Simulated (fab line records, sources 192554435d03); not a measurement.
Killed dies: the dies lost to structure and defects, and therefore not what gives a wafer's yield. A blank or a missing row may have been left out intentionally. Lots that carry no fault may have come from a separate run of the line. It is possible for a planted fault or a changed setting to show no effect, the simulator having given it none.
Chamber matching | flow n5Finfet | N5_BEOL_M8_PECVD_70 on pecvd-02 has 3 sister chambers
The step deposits SiO2 from TEOS/O2, target thk 20 nm, time 22.7 s. 3 wafers are shown with their chamber, then 8 later ones without.

## WAFERS, EACH WITH ITS CHAMBER
wafer  | chamber | showerheadPlenumPTorr (Torr)
L085.4 | 1       | 8.66
L086.6 | 0       | 8.71
L087.3 | 2       | 8.77

## WAFERS MISSING THEIR CHAMBER
wafer  | showerheadPlenumPTorr (Torr)
L087.4 | 8.80
L087.6 | 8.68
L079.1 | 8.79
L079.2 | 8.70
L079.6 | 8.67
L095.1 | 8.79
L095.4 | 8.69
L095.6 | 8.78

## THE CHAMBER EACH PASSED THROUGH
wafer  | from the rows above     | in truth
L087.4 | 2                       | 2
L087.6 | can't be placed: 1 or 0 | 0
L079.1 | 2                       | 2
L079.2 | can't be placed: 0 or 1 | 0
L079.6 | can't be placed: 1 or 0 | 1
L095.1 | 2                       | 2
L095.4 | can't be placed: 0 or 1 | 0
L095.6 | 2                       | 2
Placed correctly: 4 of 8. Cannot be placed on the basis of these rows: 4; the candidates contain the true chamber in 4. Number placed wrongly: 0.
How it was worked out, from the rows above alone: a wafer's distance from a chamber is the root of the sum, over the readings, of the square of ((its reading less the chamber's mean) divided by the reading's scatter). The wafer belongs to the nearest chamber; if the next one is less than 2 further off, it can't be placed. The mean given for a chamber averages the wafers shown for that chamber. The scatter (one wafer shown for each chamber): square how far every hidden wafer sits from the nearest shown wafer, average those squares and take the square root.
